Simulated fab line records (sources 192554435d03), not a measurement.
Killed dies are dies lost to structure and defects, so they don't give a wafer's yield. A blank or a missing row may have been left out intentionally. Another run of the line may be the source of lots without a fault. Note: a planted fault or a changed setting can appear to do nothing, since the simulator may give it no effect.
Matching of chambers / flow n5-finfet / N5_BEOL_M9_DEP_56 on pecvd-01 has 3 sister chambers
The step deposits SiCN from 3MS/NH3, target thk 15 nm, time 26.5 s. 24 wafers are shown with their chamber, then 12 later ones without.

WAFERS PAIRED WITH THEIR CHAMBERS
wafer=L075.1; chamber=1; showerhead-plenum-p-Torr (Torr)=3.651; throttle-valve-pct (%)=8.8; chamber-pressure-Torr (Torr)=2.997
wafer=L075.3; chamber=0; showerhead-plenum-p-Torr (Torr)=3.656; throttle-valve-pct (%)=8.2; chamber-pressure-Torr (Torr)=2.998
wafer=L075.5; chamber=0; showerhead-plenum-p-Torr (Torr)=3.643; throttle-valve-pct (%)=8.2; chamber-pressure-Torr (Torr)=2.992
wafer=L074.2; chamber=0; showerhead-plenum-p-Torr (Torr)=3.650; throttle-valve-pct (%)=8.3; chamber-pressure-Torr (Torr)=3.002
wafer=L074.3; chamber=0; showerhead-plenum-p-Torr (Torr)=3.644; throttle-valve-pct (%)=8.5; chamber-pressure-Torr (Torr)=2.998
wafer=L074.6; chamber=0; showerhead-plenum-p-Torr (Torr)=3.644; throttle-valve-pct (%)=8.5; chamber-pressure-Torr (Torr)=2.995
wafer=L077.3; chamber=1; showerhead-plenum-p-Torr (Torr)=3.651; throttle-valve-pct (%)=9.1; chamber-pressure-Torr (Torr)=3.007
wafer=L077.5; chamber=1; showerhead-plenum-p-Torr (Torr)=3.647; throttle-valve-pct (%)=9.0; chamber-pressure-Torr (Torr)=2.999
wafer=L077.6; chamber=2; showerhead-plenum-p-Torr (Torr)=3.661; throttle-valve-pct (%)=8.6; chamber-pressure-Torr (Torr)=2.994
wafer=L080.1; chamber=0; showerhead-plenum-p-Torr (Torr)=3.652; throttle-valve-pct (%)=8.3; chamber-pressure-Torr (Torr)=2.996
wafer=L080.3; chamber=2; showerhead-plenum-p-Torr (Torr)=3.660; throttle-valve-pct (%)=8.6; chamber-pressure-Torr (Torr)=3.010
wafer=L080.5; chamber=1; showerhead-plenum-p-Torr (Torr)=3.646; throttle-valve-pct (%)=8.6; chamber-pressure-Torr (Torr)=2.999
wafer=L083.3; chamber=0; showerhead-plenum-p-Torr (Torr)=3.634; throttle-valve-pct (%)=8.1; chamber-pressure-Torr (Torr)=3.000
wafer=L083.4; chamber=0; showerhead-plenum-p-Torr (Torr)=3.652; throttle-valve-pct (%)=8.1; chamber-pressure-Torr (Torr)=3.007
wafer=L083.5; chamber=1; showerhead-plenum-p-Torr (Torr)=3.649; throttle-valve-pct (%)=8.6; chamber-pressure-Torr (Torr)=2.993
wafer=L082.2; chamber=2; showerhead-plenum-p-Torr (Torr)=3.662; throttle-valve-pct (%)=8.3; chamber-pressure-Torr (Torr)=3.007
wafer=L082.3; chamber=0; showerhead-plenum-p-Torr (Torr)=3.655; throttle-valve-pct (%)=8.2; chamber-pressure-Torr (Torr)=3.005
wafer=L082.5; chamber=0; showerhead-plenum-p-Torr (Torr)=3.650; throttle-valve-pct (%)=8.4; chamber-pressure-Torr (Torr)=3.003
wafer=L084.1; chamber=0; showerhead-plenum-p-Torr (Torr)=3.642; throttle-valve-pct (%)=8.6; chamber-pressure-Torr (Torr)=3.008
wafer=L084.2; chamber=1; showerhead-plenum-p-Torr (Torr)=3.648; throttle-valve-pct (%)=8.7; chamber-pressure-Torr (Torr)=3.002
wafer=L084.4; chamber=2; showerhead-plenum-p-Torr (Torr)=3.658; throttle-valve-pct (%)=8.5; chamber-pressure-Torr (Torr)=2.998
wafer=L086.1; chamber=0; showerhead-plenum-p-Torr (Torr)=3.644; throttle-valve-pct (%)=8.1; chamber-pressure-Torr (Torr)=3.004
wafer=L086.4; chamber=1; showerhead-plenum-p-Torr (Torr)=3.639; throttle-valve-pct (%)=8.6; chamber-pressure-Torr (Torr)=3.006
wafer=L086.6; chamber=0; showerhead-plenum-p-Torr (Torr)=3.640; throttle-valve-pct (%)=8.3; chamber-pressure-Torr (Torr)=3.007

SIGNATURES, as means of the wafers listed above
reading=showerhead-plenum-p-Torr; chamber 0=3.64662; chamber 1=3.64729; chamber 2=3.66025; scatter within a chamber=0.00538
reading=throttle-valve-pct; chamber 0=8.292; chamber 1=8.771; chamber 2=8.500; scatter within a chamber=0.175
reading=chamber-pressure-Torr; chamber 0=3.00115; chamber 1=3.00043; chamber 2=3.00225; scatter within a chamber=0.00547
Rule: distance of a wafer from a chamber = root of the sum over the readings of ((wafer's reading minus chamber's mean) / reading's scatter) squared. The wafer belongs to the nearest chamber; if the next one is less than 2 further off, it can't be placed. The scatter: take each reading less its chamber's mean, square it, sum over the shown wafers, divide by the number of wafers less the number of chambers, and take the root.

WAFERS WHOSE CHAMBER IS MISSING
wafer=L090.1; showerhead-plenum-p-Torr (Torr)=3.666; throttle-valve-pct (%)=8.4; chamber-pressure-Torr (Torr)=2.999
wafer=L090.2; showerhead-plenum-p-Torr (Torr)=3.649; throttle-valve-pct (%)=8.3; chamber-pressure-Torr (Torr)=3.008
wafer=L090.6; showerhead-plenum-p-Torr (Torr)=3.648; throttle-valve-pct (%)=8.6; chamber-pressure-Torr (Torr)=2.997
wafer=L091.1; showerhead-plenum-p-Torr (Torr)=3.645; throttle-valve-pct (%)=8.5; chamber-pressure-Torr (Torr)=3.004
wafer=L091.3; showerhead-plenum-p-Torr (Torr)=3.675; throttle-valve-pct (%)=8.5; chamber-pressure-Torr (Torr)=3.010
wafer=L091.5; showerhead-plenum-p-Torr (Torr)=3.654; throttle-valve-pct (%)=8.6; chamber-pressure-Torr (Torr)=3.002
wafer=L094.1; showerhead-plenum-p-Torr (Torr)=3.664; throttle-valve-pct (%)=8.3; chamber-pressure-Torr (Torr)=2.996
wafer=L094.5; showerhead-plenum-p-Torr (Torr)=3.645; throttle-valve-pct (%)=8.2; chamber-pressure-Torr (Torr)=3.002
wafer=L094.6; showerhead-plenum-p-Torr (Torr)=3.652; throttle-valve-pct (%)=8.5; chamber-pressure-Torr (Torr)=2.987
wafer=L096.2; showerhead-plenum-p-Torr (Torr)=3.647; throttle-valve-pct (%)=8.7; chamber-pressure-Torr (Torr)=2.999
wafer=L096.3; showerhead-plenum-p-Torr (Torr)=3.657; throttle-valve-pct (%)=8.3; chamber-pressure-Torr (Torr)=2.997
wafer=L096.5; showerhead-plenum-p-Torr (Torr)=3.668; throttle-valve-pct (%)=8.1; chamber-pressure-Torr (Torr)=3.007

WHICH CHAMBER EACH WENT THROUGH
wafer=L090.1; from the rows above=2; in truth=2
wafer=L090.2; from the rows above=can't be placed: 0 or 2 or 1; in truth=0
wafer=L090.6; from the rows above=can't be placed: 1 or 0 or 2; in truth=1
wafer=L091.1; from the rows above=can't be placed: 0 or 1 or 2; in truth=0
wafer=L091.3; from the rows above=2; in truth=2
wafer=L091.5; from the rows above=can't be placed: 2 or 1 or 0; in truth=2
wafer=L094.1; from the rows above=can't be placed: 2 or 0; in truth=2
wafer=L094.5; from the rows above=0; in truth=0
wafer=L094.6; from the rows above=can't be placed: 0 or 1 or 2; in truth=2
wafer=L096.2; from the rows above=can't be placed: 1 or 0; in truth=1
wafer=L096.3; from the rows above=can't be placed: 2 or 0 or 1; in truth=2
wafer=L096.5; from the rows above=can't be placed: 2 or 0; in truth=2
Correctly placed: 3 of 12. Can't be placed from these rows: 9 (the true chamber is among the candidates in 9). 0 placed wrongly.
